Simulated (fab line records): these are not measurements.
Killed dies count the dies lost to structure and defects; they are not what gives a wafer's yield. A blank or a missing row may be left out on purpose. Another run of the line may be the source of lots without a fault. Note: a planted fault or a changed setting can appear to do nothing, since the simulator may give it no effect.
Matching of chambers + flow n5 finfet + 4 sister chambers for N5_BEOL_M0_SAQP_DESCUM_19 on rie diel-03
The step chemistry O2, time 7.9 s. 4 wafers are shown with their chamber, then 9 later ones without.

WAFERS WITH THEIR CHAMBER
| wafer  | chamber | drypump motor current A (A) |
|--------|---------|-----------------------------|
| L080.6 | 1       | 5.3                         |
| L087.3 | 2       | 6.6                         |
| L087.4 | 0       | 6.4                         |
| L087.6 | 3       | 6.5                         |

WAFERS WHOSE CHAMBER IS MISSING
| wafer  | drypump motor current A (A) |
|--------|-----------------------------|
| L091.1 | 6.4                         |
| L091.2 | 6.6                         |
| L091.3 | 6.4                         |
| L092.3 | 6.4                         |
| L092.5 | 6.4                         |
| L092.6 | 6.5                         |
| L097.1 | 6.7                         |
| L097.5 | 6.5                         |
| L097.6 | 6.6                         |

CHAMBER TAKEN BY EACH
| wafer  | from the rows above | in truth                   |
|--------|---------------------|----------------------------|
| L091.1 | 0                   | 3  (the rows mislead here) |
| L091.2 | 2                   | 2                          |
| L091.3 | 0                   | 0                          |
| L092.3 | 0                   | 0                          |
| L092.5 | 0                   | 0                          |
| L092.6 | 3                   | 3                          |
| L097.1 | 2                   | 2                          |
| L097.5 | 3                   | 3                          |
| L097.6 | 2                   | 2                          |
Correct placement for 8 of the 9. From these rows, 0 cannot be placed. Wrongly placed: 1.
How it was worked out, from the rows above alone: a wafer's distance from a chamber is the root of the sum, over the readings, of the square of ((its reading less the chamber's mean) divided by the reading's scatter). If the next closest chamber is less than 2 further off than the closest, the wafer can't be placed; otherwise it belongs to the closest. Each chamber's mean is taken over the wafers shown for it. The scatter (one wafer shown for each chamber): square how far every hidden wafer sits from the nearest shown wafer, average those squares and take the square root.
